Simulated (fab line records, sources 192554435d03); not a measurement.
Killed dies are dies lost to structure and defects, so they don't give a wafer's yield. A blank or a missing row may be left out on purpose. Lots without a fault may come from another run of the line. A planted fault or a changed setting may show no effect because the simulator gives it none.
A struck lot beside a sound one | flow n5_finfet | 16 steps out of a route of 1938
Sound: wafers L394.1, L394.2, L394.4. Struck: wafers L400.1, L400.4, L400.5. The cause comes at the end.
At each step with rows: each side's tool, then ch and its chambers, then its first start. Under that, the readings that differ: sound wafers | struck wafers | difference of the means | sigmas: that difference in standard deviations of wafers without a fault.
alike: readings whose means differ by less than 2 such deviations, and words and numbers that are the same on both sides. not compared: withheld readings, readings that some wafer has no value for, bounds like >300 that may hide the same value, and numbers for which the record gives no deviation and whose values overlap.
The two part at a step that has a row with sigmas, a row that says differs or no value, or rows on one side only. Numbers that don't overlap but have no deviation are shown without sigmas and don't part them. A reading that every wafer of one side lacks parts them only if that side has two wafers or more.

first, 1 step without rows for these wafers: N5_STI_FIN_REVEAL_SRD_21 (time 30 s).
N5_STI_FIN_REVEAL_OXIDATION_33: chemistry O2 PLASMA REMOTE, time 20 s.
  sound on plasma_asher-01 ch 0,1, day 3 18:54; struck on plasma_asher-01 ch 0,1, day 5 10:20
  alike: drypump_motor_current_A, heater_power_w
  not compared: rf_hours_counter_h
then, 2 steps without rows for these wafers: N5_STI_FIN_REVEAL_CLEAN_19 (cleans in O3/DIW, time 120 s); N5_STI_FIN_REVEAL_SRD_23 (time 30 s).
N5_STI_FIN_REVEAL_CD_MEAS_22: target cd 6.238 nm, pitch 28 nm.
  sound on cd_sem-01, day 3 19:04; struck on cd_sem-03, day 5 10:29
  alike: cd_nm
N5_STI_FIN_REVEAL_FIN_H_MEAS_10:
  sound on ocd-01, day 3 19:05; struck on ocd-01, day 5 10:31
  reading              | sound          | struck         | difference | sigmas
  trench_depth_nm (nm) | 52.6 51.2 50.7 | 52.6 53.0 53.2 | +1.4       | +2
then, 2 steps without rows for these wafers: N5_STI_FIN_REVEAL_PRECLEAN_18 (cleans in SC2, time 45 s); N5_STI_FIN_REVEAL_SRD_28 (time 30 s).
N5_STI_FIN_REVEAL_INSPECT_13: inspects for defects (darkfield).
  sound on defect_inspect-02, day 3 19:11; struck on defect_inspect-02, day 5 10:37
  alike: raw_defect_count
then, 2 steps without rows for these wafers: N5_DUMMY_GATE_PRECLEAN_00 (cleans in O3/DIW, time 60 s); N5_DUMMY_GATE_SRD_01 (time 30 s).
N5_DUMMY_GATE_ALD_02: deposits SiO2, target thk 2 nm, pulse time 1 s.
  sound on ald_sin-04 ch 0,1,3, day 3 19:45; struck on ald_sin-04 ch 0,1,3, day 5 10:42
  alike: heater_power_w, precursor_pulse_height_rel
N5_DUMMY_GATE_CVD_03: deposits a-Si from SiH4, target thk 150 nm, time 8042 s.
  sound on lpcvd-01 ch 1/65,1/70,1/79, day 3 19:51; struck on lpcvd-01 ch 0/15,0/29,0/34, day 5 10:49
  alike: spike_tc_top_C
  not compared: model.a-Si_of_DUMMY_GATE_CVD_03.thk_nm
then, 1 step without rows for these wafers: N5_DUMMY_GATE_PRECLEAN_46 (cleans in DIW, time 89.5 s).
-- the record jumps here: 5 days lie between the struck wafers' starts before and after (it left off in module DUMMY_GATE and takes up again in module BEOL_M4, whose first step shown is number 1111 of the route) --
N5_BEOL_M4_RC_MEAS_101:
  sound on prober-01 ch 0, day 8 20:08; struck on prober-01 ch 0, day 10 06:15
  alike: DIBL_N, DIBL_P, IOFF_N, IOFF_P, ION_N, ION_P, SS_N, SS_P, VT_N, VT_P
then, 1 step without rows for these wafers: N5_PASSIVATION_PROBE_49.

WHERE THEY PART
Only at N5_STI_FIN_REVEAL_FIN_H_MEAS_10, within this record. Later steps at which nothing parts them and some readings are alike: N5_STI_FIN_REVEAL_INSPECT_13, N5_DUMMY_GATE_ALD_02, N5_DUMMY_GATE_CVD_03, N5_BEOL_M4_RC_MEAS_101.

WHY: what the simulator had put in
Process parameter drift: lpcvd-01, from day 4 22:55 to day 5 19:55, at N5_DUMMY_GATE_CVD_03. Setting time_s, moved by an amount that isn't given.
